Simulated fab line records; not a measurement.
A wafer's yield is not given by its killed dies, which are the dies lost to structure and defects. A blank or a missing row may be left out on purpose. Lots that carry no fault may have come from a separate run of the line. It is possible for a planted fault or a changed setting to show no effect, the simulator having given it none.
Which tool did it? + flow n5Finfet + 30 wafers from 10 lots sampled at 4 of the route's 1938 steps

## WHAT THE GAUGES SHOWED, per wafer
N5_BEOL_M4_THK_MEAS_01.
| lot  | measured     | on           | M4_ILD_THK (nm) |
|------|--------------|--------------|-----------------|
| L805 | day 9 02:47  | filmMetro-01 | 78.8 76.4 78.4  |
| L806 | day 9 05:24  | filmMetro-02 | 79.1 80.3 78.2  |
| L807 | day 9 06:02  | filmMetro-02 | 76.6 79.9 77.7  |
| L808 | day 9 07:20  | filmMetro-01 | 77.9 78.8 79.5  |
| L809 | day 10 02:04 | filmMetro-01 | 78.9 77.1 79.1  |
| L810 | day 10 05:07 | filmMetro-01 | 80.0 79.8 81.1  |
| L817 | day 11 21:55 | filmMetro-02 | 77.5 140.5 79.4 |
| L820 | day 12 06:11 | filmMetro-02 | 78.8 142.5 81.0 |
| L825 | day 13 23:00 | filmMetro-02 | 77.9 79.1 79.9  |
| L826 | day 14 07:49 | filmMetro-02 | 78.0 79.2 79.8  |

## EACH LOT AND THE TOOL THAT RAN IT (in order: tool; ch and the chambers of the sampled wafers; start)
| lot  | N5_BEOL_M3_CO_CAP_55            | N5_BEOL_M3_DEP_57               | N5_BEOL_M4_ILD_DEP_00          |
|------|---------------------------------|---------------------------------|--------------------------------|
| L805 | cvdCo-02 ch 0,1,2, day 9 02:28  | pecvd-01 ch 0,1,2, day 9 02:35  | pecvd-04 ch 0,1,2, day 9 02:43 |
| L806 | cvdCo-01 ch 0,2, day 9 05:04    | pecvd-02 ch 1,2, day 9 05:11    | pecvd-03 ch 1,2, day 9 05:19   |
| L807 | cvdCo-02 ch 0,1,2, day 9 05:41  | pecvd-03 ch 1,2, day 9 05:49    | pecvd-04 ch 1,2, day 9 05:58   |
| L808 | cvdCo-01 ch 0,1, day 9 07:01    | pecvd-02 ch 1,2, day 9 07:07    | pecvd-03 ch 1,2, day 9 07:15   |
| L809 | cvdCo-02 ch 0,1,2, day 10 01:45 | pecvd-03 ch 0,1,2, day 10 01:52 | pecvd-04 ch 0,1, day 10 01:59  |
| L810 | cvdCo-01 ch 0,1, day 10 04:48   | pecvd-02 ch 0,1,2, day 10 04:55 | pecvd-03 ch 1,2, day 10 05:02  |
| L817 | cvdCo-02 ch 1,2, day 11 21:36   | pecvd-03 ch 1,2, day 11 21:43   | pecvd-04 ch 1,2, day 11 21:51  |
| L820 | cvdCo-02 ch 0,1,2, day 12 05:52 | pecvd-03 ch 0,1,2, day 12 05:59 | pecvd-04 ch 0,2, day 12 06:07  |
| L825 | cvdCo-02 ch 0,1,2, day 13 22:41 | pecvd-02 ch 0,1, day 13 22:49   | pecvd-02 ch 1,2, day 13 22:56  |
| L826 | cvdCo-02 ch 0,1,2, day 14 07:30 | pecvd-03 ch 0,1,2, day 14 07:37 | pecvd-02 ch 0,1, day 14 07:45  |
- N5_BEOL_M3_CO_CAP_55: material Co, precursor CCTBA/H2, target thk 2 nm, time 102.1 s.
- N5_BEOL_M3_DEP_57: deposits SiCN from 3MS/NH3, target thk 8 nm, time 14 s.
- N5_BEOL_M4_ILD_DEP_00: deposits SiOC from DEMS/O2, target thk 79 nm, time 15.3 s.

## THE ANSWER, worked out from the rows above alone
Rule: usual is defined by the lots themselves. The widest of any qualifying gaps counts: lots, ordered by their means at a reading, are off when they make up no more than a third of the lots, leave a main group of 4 or more, and stand apart from it by 3 or more times the standard deviation of that group's means. Not used: any main group whose means are identical at the precision the tables above print for the reading. Also off: a lot with no number at a reading for which 4 or more lots have one. All remaining lots with rows at the step are treated as sound.
Off: at N5_BEOL_M4_THK_MEAS_01 (M4_ILD_THK), L817, L820. Mean 78.8 nm and standard deviation 0.71 in the main group.
If a tool, at a process step before that reading, ran all the lots that are off and no sound lot after the first of them, it fits. Those tools and the gauges at N5_BEOL_M4_THK_MEAS_01 are tried in the same way. One fits: pecvd-04 at N5_BEOL_M4_ILD_DEP_00. A fault onset in the window from L809 (day 10 01:59, its last sound lot) to L817 (day 11 21:51, its first lot off) fits.

## WHAT THE SIMULATOR HAD INSERTED
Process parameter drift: pecvd-04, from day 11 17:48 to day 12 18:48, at N5_BEOL_M4_ILD_DEP_00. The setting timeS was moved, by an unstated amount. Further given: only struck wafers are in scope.
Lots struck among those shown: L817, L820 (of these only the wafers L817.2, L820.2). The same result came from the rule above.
